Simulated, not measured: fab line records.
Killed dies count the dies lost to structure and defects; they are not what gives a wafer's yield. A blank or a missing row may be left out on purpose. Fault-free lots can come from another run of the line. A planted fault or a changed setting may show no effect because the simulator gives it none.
fab line records	flow nand-harc
[record] lots = 6	wafers = 18	last-day = 33
route steps=1302 shown P_M2@332 END@1302
lots that met no fault: from a run of the same line without faults
start-h: hours from the record's opening day to when the first of the lot's shown wafers began	wait-h: hours since the lot's step before	" unchanged from the row above	L1.1+2: a row that stands for several wafers	- either no value or no given start	* or withheld: withheld	< > ~ a bound
route shown NAME@n: a module of which the file shows steps, and the number in the route of the first	usual: mean/standard deviation taken from wafers without a fault	same: alike in all rows	chamber/n: place in a boat	sites: per-site readings	_std_site: standard deviation across them	_edge_site: mean of outer sites minus mean of inner sites	radius-mm: for every site, how far away it sits from the centre of the wafer	mask NAME#n: copy n	behind: the tool/chamber that last shaped the wafer	hold: reason for holding the lot/hours on hold/outcome of the hold	device: which transistor (n, p or np) failed to switch	end of line: tests of these same wafers at the route's end	step lacking rows: just its recipe	killed: not the wafer's yield, but the dies lost to structure and defects at the first sort	map: dies across one wafer; x = killed, . = not, _ = none there
set.NAME: the setting as run; set.NAME@STEP: as run at that earlier step	model.NAME: the simulator's own value behind a step, which no gauge read
a table for each step, a row for each wafer; lots at some steps of the route
services: when a tool's chamber went out of use (start-h, in hours from the record's first day, below 0 if earlier), for how many hours, and the reason
[[steps]]
[step NHARC_P_M2_ETCH_35]
[recipe] target-depth-a = 400	overetch-a = 120	time-s = 43.94	ion-energy-ev = 200	n2-flow-sccm = 150	h2-flow-sccm = 150	ar-flow-sccm = 0	rf-w = 400	bias-w = 150	chemistry = N2/H2
[step NHARC_P_M2_ETCH_15]
[recipe] target-depth-a = 1825	time-s = 91.2	c4f8-flow-sccm = withheld	ar-flow-sccm = 400	rf-w = 600	bias-w = 300	chemistry = C4F8/Ar
[usual] oes-product-au = 0.946/0.021	rf-vpp-V = 441.2/2.6
lot.wafer	tool	chamber	start-h	wait-h	oes-product-au	rf-hours-counter-h	rf-vpp-V
L972.3	rie-diel-08	3	-	-	0.916	6	445.2
L972.2	"	0	"	"	0.936	6	439.0
L972.4	"	1	"	"	0.917	5	439.3
L980.1	rie-diel-08	3	-	-	0.952	1	444.5
L980.5	"	2	"	"	0.976	-	440.7
L980.6	"	3	"	"	0.947	-	444.1
L988.2	rie-diel-08	1	-	-	0.949	4	439.1
L988.3	"	2	"	"	0.940	4	443.5
L988.6	"	2	"	"	0.943	-	440.5
L990.3	rie-diel-13	0	-	-	0.915	8	443.2
L990.1	"	2	"	"	0.932	8	441.5
L990.5	"	3	"	"	0.939	-	443.9
L992.3	rie-diel-08	1	-	-	0.981	7	438.9
L992.2	"	0	"	"	0.984	6	438.7
L992.5	"	1	"	"	0.985	-	438.0
L993.2	rie-diel-08	3	-	-	0.964	7	444.3
L993.4	"	0	"	"	0.959	7	437.6
L993.3	"	1	"	"	0.948	8	438.7
[step NHARC_P_M2_CD_MEAS_16]
[usual] cd-nm = 169.8/0.67
lot.wafer	tool	chamber	start-h	wait-h	cd-nm
L972.2	cd-sem-01	-	144.21	-	169.1
L972.3	"	-	"	"	169.1
L972.4	"	-	"	"	168.6
L980.1	cd-sem-02	-	223.29	-	170.4
L980.5	"	-	"	"	170.2
L980.6	"	-	"	"	170.3
L988.2	cd-sem-03	-	304.69	-	170.1
L988.3	"	-	"	"	170.0
L988.6	"	-	"	"	169.9
L990.1	cd-sem-02	-	318.85	-	171.0
L990.3	"	-	"	"	171.0
L990.5	"	-	"	"	170.3
L992.2	cd-sem-01	-	336.19	-	170.3
L992.3	"	-	"	"	170.1
L992.5	"	-	"	"	170.6
L993.2	cd-sem-01	-	356.31	-	170.8
L993.3	"	-	"	"	170.8
L993.4	"	-	"	"	170.4
[step NHARC_P_M2_STRIP_18]
[recipe] power-w = 1000	n2-flow-sccm = 150	h2-flow-sccm = 150	ar-flow-sccm = 0	bias-w = 0	chemistry = N2/H2
[step NHARC_P_M2_ETCH_28]
[recipe] target-depth-a = 300	over-etch-frac = 0.3	time-s = 72.99	ion-energy-ev = 150	cf4-flow-sccm = 50	n2-flow-sccm = 100	ar-flow-sccm = 150	rf-w = 300	bias-w = 100	chemistry = CF4/N2
[usual] drypump-motor-current-A = 5.9/0.36	oes-product-au = 1.004/0.0085	rf-vpp-V = 314.6/2.1	showerhead-plenum-p-Torr = 2.66/0.11	throttle-valve-pct = 19.794/0.0094
lot.wafer	tool	chamber	start-h	wait-h	drypump-motor-current-A	oes-product-au	rf-hours-counter-h	rf-vpp-V	showerhead-plenum-p-Torr	throttle-valve-pct
L972.4	rie-diel-13	0	-	-	6.2	0.993	8	314.8	2.72	19.792
L972.2	"	2	"	"	5.8	1.009	9	314.1	2.67	19.797
L972.3	"	3	"	"	6.2	0.998	8	316.7	2.79	19.797
L980.1	rie-diel-13	3	-	-	6.1	1.019	2	317.9	2.79	19.797
L980.5	"	3	"	"	6.1	1.010	-	316.1	2.79	19.802
L980.6	"	0	"	"	6.2	0.995	-	315.8	2.72	19.787
L988.2	rie-diel-09	2	-	-	5.3	1.012	12	311.8	2.49	19.789
L988.3	"	1	"	"	6.2	1.002	13	311.9	2.60	19.801
L988.6	"	2	"	"	5.3	1.017	-	312.6	2.48	19.785
L990.1	rie-diel-09	1	-	-	6.2	0.994	14	312.9	2.60	19.797
L990.3	"	2	"	"	5.3	1.002	13	313.2	2.48	19.794
L990.5	"	1	"	"	6.2	1.008	-	314.6	2.60	19.784
L992.3	rie-diel-08	2	-	-	5.4	0.999	6	313.4	2.65	19.803
L992.2	"	1	"	"	5.4	0.994	7	313.5	2.57	19.785
L992.5	"	3	"	"	6.3	0.989	-	318.2	2.79	19.784
L993.2	rie-diel-08	3	-	-	6.3	0.995	7	316.2	2.79	19.798
L993.3	"	0	"	"	5.6	1.011	8	311.1	2.51	19.809
L993.4	"	2	"	"	5.3	1.008	8	314.2	2.65	19.786
[step NHARC_P_M2_STRIP_19]
[recipe] time-s = 600	temp-c = 30	chemistry = post-etch-residue-remover
[step NHARC_P_M2_DEGAS_29]
[recipe] temp-c = 250	time-s = 60
[usual] heater-power-w = 339/30
lot.wafer	tool	chamber	start-h	wait-h	heater-power-w
L972.3	pvd-sputter-03	-	144.94	-	358
L972.2	"	-	"	"	354
L972.4	"	-	"	"	293
L980.1	pvd-sputter-03	-	224.06	-	354
L980.5	"	-	"	"	294
L980.6	"	-	"	"	352
L988.2	pvd-sputter-03	-	305.41	-	356
L988.3	"	-	"	"	350
L988.6	"	-	"	"	303
L990.1	pvd-sputter-02	-	319.57	-	371
L990.3	"	-	"	"	343
L990.5	"	-	"	"	313
L992.2	pvd-sputter-01	-	336.90	-	362
L992.3	"	-	"	"	325
L992.5	"	-	"	"	368
L993.2	pvd-sputter-02	-	357.03	-	348
L993.3	"	-	"	"	301
L993.4	"	-	"	"	324
[step NHARC_P_M2_PRE_CLEAN_30]
[recipe] time-s = 30	temp-c = 280	gas = H2/He
[step NHARC_P_M2_PVD_20]
[recipe] target-thk-a = 50	bias-v = 168.6	power-w = 15000	chamber-pressure-pa = 0.12	time-s = 8.06	substrate-temp-c = 50	material = TaN
[usual] substrate-temp-c = 50.00/0.11	throttle-valve-pct = 29.8/0.88
lot.wafer	tool	chamber	start-h	wait-h	substrate-temp-c	throttle-valve-pct
L972.3	pvd-sputter-03	-	-	-	49.84	29.4
L972.4	"	-	"	"	49.91	30.4
L972.2	"	-	"	"	49.90	29.9
L980.1	pvd-sputter-03	-	-	-	49.93	29.0
L980.6	"	-	"	"	49.93	29.0
L980.5	"	-	"	"	49.85	30.0
L988.3	pvd-sputter-03	-	-	-	49.90	29.8
L988.2	"	-	"	"	49.84	30.1
L988.6	"	-	"	"	50.23	29.7
L990.1	pvd-sputter-02	-	-	-	49.90	29.9
L990.3	"	-	"	"	49.99	28.2
L990.5	"	-	"	"	49.90	30.0
L992.3	pvd-sputter-01	-	-	-	50.01	31.4
L992.2	"	-	"	"	50.14	29.4
L992.5	"	-	"	"	50.04	31.5
L993.2	pvd-sputter-02	-	-	-	50.10	30.9
L993.4	"	-	"	"	50.17	30.0
L993.3	"	-	"	"	50.13	29.8
[step NHARC_P_M2_PVD_21]
[recipe] target-thk-a = 300	chamber-pressure-pa = 5	power-w = 5000	substrate-temp-c = 30	time-s = 20.49	material = Cu
[usual] substrate-temp-c = 29.99/0.11	throttle-valve-pct = 29.8/0.92
lot.wafer	tool	chamber	start-h	wait-h	substrate-temp-c	throttle-valve-pct
L972.4	pvd-sputter-03	-	-	-	29.94	29.3
L972.2	"	-	"	"	29.84	30.9
L972.3	"	-	"	"	30.14	28.5
L980.1	pvd-sputter-03	-	-	-	29.95	29.8
L980.6	"	-	"	"	30.04	29.9
L980.5	"	-	"	"	29.86	29.2
L988.3	pvd-sputter-03	-	-	-	30.15	30.0
L988.2	"	-	"	"	30.16	28.8
L988.6	"	-	"	"	30.15	29.8
L990.1	pvd-sputter-02	-	-	-	29.77	28.1
L990.3	"	-	"	"	29.83	31.3
L990.5	"	-	"	"	30.02	31.3
L992.2	pvd-sputter-01	-	-	-	30.07	31.0
L992.3	"	-	"	"	30.16	29.9
L992.5	"	-	"	"	30.06	31.8
L993.3	pvd-sputter-02	-	-	-	30.26	29.9
L993.4	"	-	"	"	29.98	31.2
L993.2	"	-	"	"	29.91	29.8
[step NHARC_P_M2_ECD_22]
[recipe] target-thk-a = 4000	bath-temp-c = 25	material = Cu
[step NHARC_P_M2_ANNEAL_31]
[recipe] temp-c = 225	time-s = 90
[step NHARC_P_M2_CMP_23]
[recipe] t-overpolish-s = 20	target-thk-nm = 144.3
[usual] motor-current-A = 11.8/1	time-to-endpoint-s = 28.6/1.9
lot.wafer	tool	chamber	start-h	wait-h	motor-current-A	time-to-endpoint-s
L972.3	cmp-03	0	146.06	-	14.1	28.2
L972.2	"	1	"	"	11.0	29.7
L972.4	"	2	"	"	10.5	29.5
L980.1	cmp-03	0	225.23	-	12.9	27.1
L980.5	"	1	"	"	11.2	26.9
L980.6	"	2	"	"	10.8	30.0
L988.2	cmp-03	0	306.49	-	13.2	16.2
L988.3	"	1	"	"	10.7	28.4
L988.6	"	0	"	"	13.2	24.2
L990.3	cmp-03	1	320.64	-	10.7	29.4
L990.1	"	0	"	"	12.7	16.7
L990.5	"	2	"	"	10.6	20.9
L992.2	cmp-02	3	338.22	-	12.9	29.2
L992.3	"	2	"	"	10.8	24.8
L992.5	"	0	"	"	11.9	25.8
L993.2	cmp-02	1	358.24	-	11.4	29.4
L993.3	"	2	"	"	10.0	28.2
L993.4	"	3	"	"	12.4	28.1
[step NHARC_P_M2_THK_MEAS_24]
[recipe] thk-meas-gauge = xrf
[usual] thk-nm = 144.1/1.6
lot.wafer	tool	chamber	start-h	wait-h	thk-nm
L972.2	film-metro-01	-	146.35	-	145.0
L972.3	"	-	"	"	145.1
L972.4	"	-	"	"	146.4
L980.1	film-metro-02	-	225.46	-	143.6
L980.5	"	-	"	"	143.3
L980.6	"	-	"	"	145.8
L988.2	film-metro-01	-	306.80	-	137.3
L988.3	"	-	"	"	146.9
L988.6	"	-	"	"	144.1
L990.1	film-metro-01	-	320.95	-	138.6
L990.3	"	-	"	"	144.3
L990.5	"	-	"	"	138.6
L992.2	film-metro-02	-	338.54	-	144.9
L992.3	"	-	"	"	142.7
L992.5	"	-	"	"	143.2
L993.2	film-metro-01	-	358.55	-	145.4
L993.3	"	-	"	"	143.9
L993.4	"	-	"	"	144.6
[step NHARC_P_M2_SRD_25]
[step NHARC_END_SORT_01]
[recipe] temp-c = 25
[usual] defect-limited-yield = 91.1/2.8	killed-at-array = 56/19	killed-at-other = 1.0/1.5	killed-at-periphery = 3.4/2.4	killed-dies = 60/19	killed-open = 3.3/1.8	killed-short = 2.4/1.7	sort_bin_2_pct = 3.2/1.3	sort_bin_3_pct = 0.7/0.39	sort_bin_4_pct = 4.9/1.6	sort-n-pass = 617/19	sort-rim-yield-pct = 89/4.2	sort-yield-pct = 91.1/2.8
[same] gross-dies = 677	sort_bin_5_pct[%] = 0	sort_bin_6_pct[%] = 0	sort_bin_7_pct[%] = 0	sort_bin_8_pct[%] = 0	sort-rim-n-gross = 106.00
lot.wafer	tool	chamber	start-h	wait-h	defect-limited-yield[%]	killed-at-array	killed-at-other	killed-at-periphery	killed-dies	killed-open	killed-short	sort_bin_2_pct[%]	sort_bin_3_pct[%]	sort_bin_4_pct[%]	sort-n-pass	sort-rim-yield-pct[%]	sort-yield-pct[%]
L988.2	prober-02	0	747.97	2.8	93.5	40	2	2	44	2	2	2.8	0.3	3.4	633	89	93.5
L988.3	prober-02	0	748.75	3.1	93.8	40	1	1	42	3	2	2.5	0	3.7	635	88	93.8
L988.6	prober-02	0	751.12	3.9	92.5	50	0	1	51	1	2	3.1	0.3	4.1	626	84	92.5
// killed by level:class
L988.2 A_SLIT:chamber-film-flake=19 A_CHANNEL_HOLE_D1:chamber-film-flake=14 A_ZERO_WELL:chamber-film-flake=2 THIN_TSV:chamber-film-flake=2 P_M0:geometric-particle:open=1 A_SOURCE_PLATE:geometric-particle:short=1 A_CHANNEL_FILL_D1:geometric-particle:short=1 A_M0:geometric-particle:open=1
L988.3 A_SLIT:chamber-film-flake=18 A_CHANNEL_HOLE_D1:chamber-film-flake=9 A_CONTACT:chamber-film-flake=5 A_CHANNEL_FILL_D1:geometric-particle:short=2 A_CHANNEL_FILL_D2:geometric-particle:open=2 A_SGD_CUT:chamber-film-flake=2 P_CONTACT:geometric-particle:open=1 A_ZERO_WELL:chamber-film-flake=1
L988.6 A_SLIT:chamber-film-flake=27 A_CHANNEL_HOLE_D1:chamber-film-flake=14 A_CONTACT:chamber-film-flake=3 A_CHANNEL_FILL_D1:chamber-film-flake=2 A_ONON_D2:geometric-particle:short=1 A_M0:geometric-particle:open=1 A_M1:geometric-particle:short=1 P_STI:chamber-film-flake=1
[[services]]
tool	chamber	start-h	hours	kind
rie-diel-08	2	121.62	17.2	repair
pvd-sputter-01	-	135.43	3.0	repair
cmp-03	-	139.15	3.7	repair
rie-diel-13	3	156.05	14.0	repair
cmp-03	-	162.16	4.0	pm
rie-diel-13	-	165.00	9.0	pm
rie-diel-08	3	165.07	2.4	repair
pvd-sputter-03	-	170.00	10.0	pm
rie-diel-08	2	171.39	3.1	repair
rie-diel-08	-	190.88	9.0	pm
rie-diel-08	-	203.60	4.1	repair
cmp-03	-	211.56	1.1	repair
pvd-sputter-01	-	235.39	10.0	pm
rie-diel-08	0	243.24	6.7	repair
rie-diel-13	3	255.16	5.2	repair
cmp-03	-	260.16	4.0	pm
pvd-sputter-03	-	280.02	3.6	repair
pvd-sputter-02	-	282.00	10.0	pm
pvd-sputter-01	-	303.20	2.5	repair
pvd-sputter-02	-	304.60	3.6	repair
pvd-sputter-03	-	347.13	1.3	repair
pvd-sputter-03	-	348.45	10.0	pm
cmp-03	-	355.21	0.9	repair
cmp-03	-	358.16	4.0	pm
[[key]]
[first-sign] step = NHARC_P_M2_CMP_23	reading = time-to-endpoint-s	direction = down	sigmas = 5.6	usual = *	struck = *
[effect] step = NHARC_P_M2_THK_MEAS_24	reading = thk-nm	direction = down	sigmas = 3.8	usual = 144.1	struck = 138.2
met-at NHARC_P_M2_CMP_23
struck-wafers L988.2,L990.1,L990.5
onset-between 225.23 306.49
[fault] kind = process-parameter-drift	tool = cmp-03	chamber = -	onset-h = 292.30	steps = NHARC_P_M2_CMP_23	channel = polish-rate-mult	offset = 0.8	shape = step	end-h = 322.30	scope = struck-wafers-only
